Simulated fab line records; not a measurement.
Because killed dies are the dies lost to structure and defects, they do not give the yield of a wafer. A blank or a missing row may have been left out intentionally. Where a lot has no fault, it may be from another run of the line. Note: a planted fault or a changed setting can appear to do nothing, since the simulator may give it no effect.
Matching of chambers	flow n5 finfet	4 sister chambers for N5_BEOL_M0_SAQP_ETCH_83 on rie diel-04
The step etches SiARC in CF4, target depth 39 nm, time 65 s. 14 wafers are shown with their chamber, then 7 later ones without.

== EACH WAFER AND ITS CHAMBER ==
wafer	chamber	showerhead plenum p Torr (Torr)	drypump motor current A (A)	oes product au (a.u.)
L078.4	2	2.01	4.7	0.60
L078.5	1	2.15	5.7	0.68
L078.6	0	2.18	5.3	0.83
L083.3	2	2.01	4.8	0.60
L083.4	1	2.15	5.6	0.67
L083.5	3	2.13	6.4	0.65
L085.1	1	2.14	5.6	0.67
L085.4	0	2.18	5.3	0.79
L085.6	0	2.18	5.3	0.80
L090.1	1	2.14	5.7	0.67
L090.2	3	2.13	6.4	0.64
L090.6	2	2.00	4.8	0.59
L094.2	0	2.18	5.3	0.78
L094.3	1	2.14	5.6	0.66

SIGNATURES (means of the wafers above)
reading	chamber 0	chamber 1	chamber 2	chamber 3	scatter within a chamber
showerhead plenum p Torr	2.1800	2.1440	2.0067	2.1300	0.00432
drypump motor current A	5.300	5.640	4.767	6.400	0.0432
oes product au	0.8000	0.6700	0.5967	0.6450	0.0131
Rule: for a wafer and a chamber, the distance is found by dividing, reading by reading, the gap between the wafer's reading and the chamber's mean by the reading's scatter, squaring, summing and taking the root. If the next closest chamber is less than 2 further off than the closest, the wafer can't be placed; otherwise it belongs to the closest. How the scatter is found: for the shown wafers, subtract from each reading the mean of its chamber, square and add these, divide the total by (wafers less chambers), then take the root.

== WAFERS WITHOUT THEIR CHAMBER ==
wafer	showerhead plenum p Torr (Torr)	drypump motor current A (A)	oes product au (a.u.)
L094.5	2.18	5.3	0.78
L096.1	2.12	6.4	0.63
L096.3	2.14	5.6	0.66
L096.5	2.00	4.7	0.59
L097.1	2.17	5.3	0.76
L097.4	2.12	6.4	0.63
L097.5	2.17	5.3	0.76

== THE CHAMBER EACH PASSED THROUGH ==
wafer	from the rows above	in truth
L094.5	0	0
L096.1	3	3
L096.3	1	1
L096.5	2	2
L097.1	0	0
L097.4	3	3
L097.5	0	0
Placed correctly: 7 of 7. From these rows, 0 cannot be placed. Placed wrongly: 0.
